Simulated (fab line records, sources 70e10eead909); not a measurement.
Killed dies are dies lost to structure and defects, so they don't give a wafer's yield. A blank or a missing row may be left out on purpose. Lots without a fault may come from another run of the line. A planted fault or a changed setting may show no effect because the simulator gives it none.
Chamber matching | flow nand_harc | NHARC_A_BLC_STRIP_29 on rie_diel-11: 4 sister chambers
The step strips in CF4. 14 wafers are shown with their chamber, then 7 later ones without.

WAFERS WITH THEIR CHAMBER
wafer  | chamber | drypump_motor_current_A (A) | showerhead_plenum_p_Torr (Torr) | oes_product_au (a.u.)
L074.2 | 1       | 5.2                         | 1.66                            | 1.009
L074.4 | 0       | 6.0                         | 1.78                            | 0.986
L074.5 | 3       | 5.9                         | 1.74                            | 0.986
L081.2 | 1       | 5.2                         | 1.65                            | 1.012
L081.3 | 3       | 5.9                         | 1.73                            | 0.998
L081.5 | 3       | 5.9                         | 1.73                            | 0.985
L084.1 | 2       | 6.5                         | 1.77                            | 0.988
L084.2 | 1       | 5.1                         | 1.65                            | 1.009
L084.3 | 0       | 6.1                         | 1.77                            | 1.000
L087.3 | 2       | 6.5                         | 1.77                            | 1.004
L087.4 | 0       | 6.1                         | 1.77                            | 0.984
L087.5 | 0       | 6.1                         | 1.77                            | 0.993
L090.2 | 1       | 5.2                         | 1.65                            | 1.005
L090.3 | 0       | 6.0                         | 1.77                            | 1.001

SIGNATURES (means of the wafers above)
reading                  | chamber 0 | chamber 1 | chamber 2 | chamber 3 | scatter within a chamber
drypump_motor_current_A  | 6.060     | 5.175     | 6.500     | 5.900     | 0.0442
showerhead_plenum_p_Torr | 1.7720    | 1.6525    | 1.7700    | 1.7333    | 0.00471
oes_product_au           | 0.99280   | 1.00875   | 0.99600   | 0.98967   | 0.00707
Rule: a wafer's distance from a chamber is the root of the sum, over the readings, of the square of ((its reading less the chamber's mean) divided by the reading's scatter). The wafer belongs to the nearest chamber; if the next one is less than 2 further off, it can't be placed. The scatter: the root of (the sum of the squares of (reading less its chamber's mean) over the shown wafers, divided by (wafers less chambers)).

WAFERS WITHOUT THEIR CHAMBER
wafer  | drypump_motor_current_A (A) | showerhead_plenum_p_Torr (Torr) | oes_product_au (a.u.)
L090.4 | 6.5                         | 1.77                            | 1.006
L089.1 | 6.1                         | 1.77                            | 0.988
L089.2 | 5.2                         | 1.65                            | 1.006
L089.5 | 6.5                         | 1.77                            | 1.002
L093.3 | 5.9                         | 1.72                            | 0.977
L093.5 | 5.9                         | 1.72                            | 0.989
L093.6 | 6.5                         | 1.77                            | 1.008

WHICH CHAMBER EACH WENT THROUGH
wafer  | from the rows above | in truth
L090.4 | 2                   | 2
L089.1 | 0                   | 0
L089.2 | 1                   | 1
L089.5 | 2                   | 2
L093.3 | 3                   | 3
L093.5 | 3                   | 3
L093.6 | 2                   | 2
Placed correctly: 7 of 7. Can't be placed from these rows: 0. Placed wrongly: 0.
